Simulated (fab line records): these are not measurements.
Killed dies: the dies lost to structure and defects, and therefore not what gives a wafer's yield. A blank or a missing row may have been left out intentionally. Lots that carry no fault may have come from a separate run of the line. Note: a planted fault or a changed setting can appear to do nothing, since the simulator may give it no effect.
Matching of chambers / flow nand_harc / NHARC_P_CONTACT_ETCH_35 on rie_diel-09 has 4 sister chambers
The step etches the open film in CF4, target depth 39 nm, time 65 s. 18 wafers are shown with their chamber, then 9 later ones without.

## WAFERS PAIRED WITH THEIR CHAMBERS
wafer=L076.1; chamber=0; rf_vpp_V (V)=150.5; oes_product_au (a.u.)=0.985; throttle_valve_pct (%)=13.287
wafer=L076.4; chamber=3; rf_vpp_V (V)=154.1; oes_product_au (a.u.)=1.004; throttle_valve_pct (%)=13.267
wafer=L076.5; chamber=0; rf_vpp_V (V)=150.4; oes_product_au (a.u.)=0.993; throttle_valve_pct (%)=13.296
wafer=L082.1; chamber=1; rf_vpp_V (V)=149.6; oes_product_au (a.u.)=1.001; throttle_valve_pct (%)=13.285
wafer=L082.4; chamber=2; rf_vpp_V (V)=152.1; oes_product_au (a.u.)=1.005; throttle_valve_pct (%)=13.290
wafer=L082.6; chamber=3; rf_vpp_V (V)=152.9; oes_product_au (a.u.)=1.002; throttle_valve_pct (%)=13.274
wafer=L083.2; chamber=2; rf_vpp_V (V)=153.3; oes_product_au (a.u.)=0.994; throttle_valve_pct (%)=13.284
wafer=L083.3; chamber=0; rf_vpp_V (V)=148.4; oes_product_au (a.u.)=1.004; throttle_valve_pct (%)=13.274
wafer=L083.5; chamber=2; rf_vpp_V (V)=153.9; oes_product_au (a.u.)=1.005; throttle_valve_pct (%)=13.282
wafer=L084.2; chamber=3; rf_vpp_V (V)=152.7; oes_product_au (a.u.)=1.016; throttle_valve_pct (%)=13.280
wafer=L084.3; chamber=2; rf_vpp_V (V)=153.3; oes_product_au (a.u.)=0.994; throttle_valve_pct (%)=13.283
wafer=L084.6; chamber=3; rf_vpp_V (V)=153.4; oes_product_au (a.u.)=1.009; throttle_valve_pct (%)=13.282
wafer=L087.4; chamber=3; rf_vpp_V (V)=152.3; oes_product_au (a.u.)=1.005; throttle_valve_pct (%)=13.296
wafer=L087.5; chamber=3; rf_vpp_V (V)=151.9; oes_product_au (a.u.)=1.015; throttle_valve_pct (%)=13.291
wafer=L087.6; chamber=3; rf_vpp_V (V)=151.7; oes_product_au (a.u.)=0.996; throttle_valve_pct (%)=13.280
wafer=L090.1; chamber=3; rf_vpp_V (V)=153.5; oes_product_au (a.u.)=0.999; throttle_valve_pct (%)=13.293
wafer=L090.2; chamber=1; rf_vpp_V (V)=149.6; oes_product_au (a.u.)=0.991; throttle_valve_pct (%)=13.288
wafer=L090.6; chamber=1; rf_vpp_V (V)=150.2; oes_product_au (a.u.)=0.990; throttle_valve_pct (%)=13.270

SIGNATURES (means of the wafers above)
reading=rf_vpp_V; chamber 0=149.767; chamber 1=149.800; chamber 2=153.150; chamber 3=152.812; scatter within a chamber=0.827
reading=oes_product_au; chamber 0=0.99400; chamber 1=0.99400; chamber 2=0.99950; chamber 3=1.00575; scatter within a chamber=0.00725
reading=throttle_valve_pct; chamber 0=13.28567; chamber 1=13.28100; chamber 2=13.28475; chamber 3=13.28287; scatter within a chamber=0.0091
Rule: a wafer's distance from a chamber is the root of the sum, over the readings, of the square of ((its reading less the chamber's mean) divided by the reading's scatter). If the next closest chamber is less than 2 further off than the closest, the wafer can't be placed; otherwise it belongs to the closest. The scatter: take each reading less its chamber's mean, square it, sum over the shown wafers, divide by the number of wafers less the number of chambers, and take the root.

## WAFERS WHOSE CHAMBER IS MISSING
wafer=L089.2; rf_vpp_V (V)=152.4; oes_product_au (a.u.)=0.993; throttle_valve_pct (%)=13.282
wafer=L089.4; rf_vpp_V (V)=149.4; oes_product_au (a.u.)=0.979; throttle_valve_pct (%)=13.278
wafer=L089.6; rf_vpp_V (V)=152.4; oes_product_au (a.u.)=0.998; throttle_valve_pct (%)=13.289
wafer=L091.1; rf_vpp_V (V)=151.9; oes_product_au (a.u.)=0.999; throttle_valve_pct (%)=13.285
wafer=L091.2; rf_vpp_V (V)=151.4; oes_product_au (a.u.)=0.981; throttle_valve_pct (%)=13.273
wafer=L091.6; rf_vpp_V (V)=152.2; oes_product_au (a.u.)=0.996; throttle_valve_pct (%)=13.293
wafer=L093.3; rf_vpp_V (V)=152.8; oes_product_au (a.u.)=0.993; throttle_valve_pct (%)=13.297
wafer=L093.4; rf_vpp_V (V)=151.2; oes_product_au (a.u.)=0.976; throttle_valve_pct (%)=13.268
wafer=L093.5; rf_vpp_V (V)=153.6; oes_product_au (a.u.)=0.999; throttle_valve_pct (%)=13.274

## THE CHAMBER EACH PASSED THROUGH
wafer=L089.2; from the rows above=can't be placed: 2 or 3 or 1 or 0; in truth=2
wafer=L089.4; from the rows above=can't be placed: 1 or 0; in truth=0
wafer=L089.6; from the rows above=can't be placed: 2 or 3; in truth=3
wafer=L091.1; from the rows above=can't be placed: 3 or 2 or 1 or 0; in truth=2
wafer=L091.2; from the rows above=can't be placed: 1 or 0 or 2 or 3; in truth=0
wafer=L091.6; from the rows above=can't be placed: 2 or 3 or 0 or 1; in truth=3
wafer=L093.3; from the rows above=can't be placed: 2 or 3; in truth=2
wafer=L093.4; from the rows above=can't be placed: 1 or 0 or 2 or 3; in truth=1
wafer=L093.5; from the rows above=can't be placed: 2 or 3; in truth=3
0 of 9 placed correctly. Unplaceable from these rows: 9, with the true chamber sitting among the candidates in 9. Placed wrongly: 0.
